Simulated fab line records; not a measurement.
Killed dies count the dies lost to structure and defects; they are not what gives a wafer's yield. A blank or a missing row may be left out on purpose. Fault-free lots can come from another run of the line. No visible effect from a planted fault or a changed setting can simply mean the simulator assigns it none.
Matching of chambers :: flow n5 finfet :: N5_BEOL_M3_DEP_57 on pecvd-03 has 3 sister chambers
The step deposits SiCN from 3MS/NH3, target thk 8 nm, time 14 s. 6 wafers are shown with their chamber, then 10 later ones without.

== WAFERS, EACH WITH ITS CHAMBER ==
wafer: L088.1
chamber: 2
showerhead plenum p Torr (Torr): 3.672
throttle valve pct (%): 8.7

wafer: L088.6
chamber: 2
showerhead plenum p Torr (Torr): 3.664
throttle valve pct (%): 8.5

wafer: L092.4
chamber: 1
showerhead plenum p Torr (Torr): 3.653
throttle valve pct (%): 8.8

wafer: L092.5
chamber: 0
showerhead plenum p Torr (Torr): 3.653
throttle valve pct (%): 8.7

wafer: L091.2
chamber: 0
showerhead plenum p Torr (Torr): 3.644
throttle valve pct (%): 8.9

wafer: L091.4
chamber: 1
showerhead plenum p Torr (Torr): 3.656
throttle valve pct (%): 8.8

== WAFERS WITHOUT THEIR CHAMBER ==
wafer: L091.6
showerhead plenum p Torr (Torr): 3.665
throttle valve pct (%): 8.7

wafer: L093.1
showerhead plenum p Torr (Torr): 3.653
throttle valve pct (%): 9.0

wafer: L093.2
showerhead plenum p Torr (Torr): 3.662
throttle valve pct (%): 8.6

wafer: L093.6
showerhead plenum p Torr (Torr): 3.650
throttle valve pct (%): 9.0

wafer: L095.2
showerhead plenum p Torr (Torr): 3.659
throttle valve pct (%): 8.6

wafer: L095.3
showerhead plenum p Torr (Torr): 3.650
throttle valve pct (%): 8.6

wafer: L095.6
showerhead plenum p Torr (Torr): 3.652
throttle valve pct (%): 9.0

wafer: L096.1
showerhead plenum p Torr (Torr): 3.656
throttle valve pct (%): 8.6

wafer: L096.2
showerhead plenum p Torr (Torr): 3.640
throttle valve pct (%): 8.6

wafer: L096.4
showerhead plenum p Torr (Torr): 3.657
throttle valve pct (%): 9.1

== WHICH CHAMBER EACH WENT THROUGH ==
wafer: L091.6
from the rows above: can't be placed: 2 or 1
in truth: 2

wafer: L093.1
from the rows above: can't be placed: 1 or 0
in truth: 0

wafer: L093.2
from the rows above: can't be placed: 2 or 1 or 0
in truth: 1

wafer: L093.6
from the rows above: can't be placed: 0 or 1
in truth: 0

wafer: L095.2
from the rows above: can't be placed: 2 or 1 or 0
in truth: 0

wafer: L095.3
from the rows above: can't be placed: 0 or 1 or 2
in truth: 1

wafer: L095.6
from the rows above: can't be placed: 1 or 0
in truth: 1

wafer: L096.1
from the rows above: can't be placed: 1 or 0 or 2
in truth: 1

wafer: L096.2
from the rows above: can't be placed: 0 or 1
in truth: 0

wafer: L096.4
from the rows above: can't be placed: 1 or 0
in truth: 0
Correctly placed: 0 of 10. These rows do not allow placing 10 (true chamber among the candidates in 10). 0 placed wrongly.
How it was worked out, from the rows above alone: a wafer's distance from a chamber is the root of the sum, over the readings, of the square of ((its reading less the chamber's mean) divided by the reading's scatter). The wafer belongs to the nearest chamber; if the next one is less than 2 further off, it can't be placed. The mean given for a chamber averages the wafers shown for that chamber. The scatter: take each reading less its chamber's mean, square it, sum over the shown wafers, divide by the number of wafers less the number of chambers, and take the root.
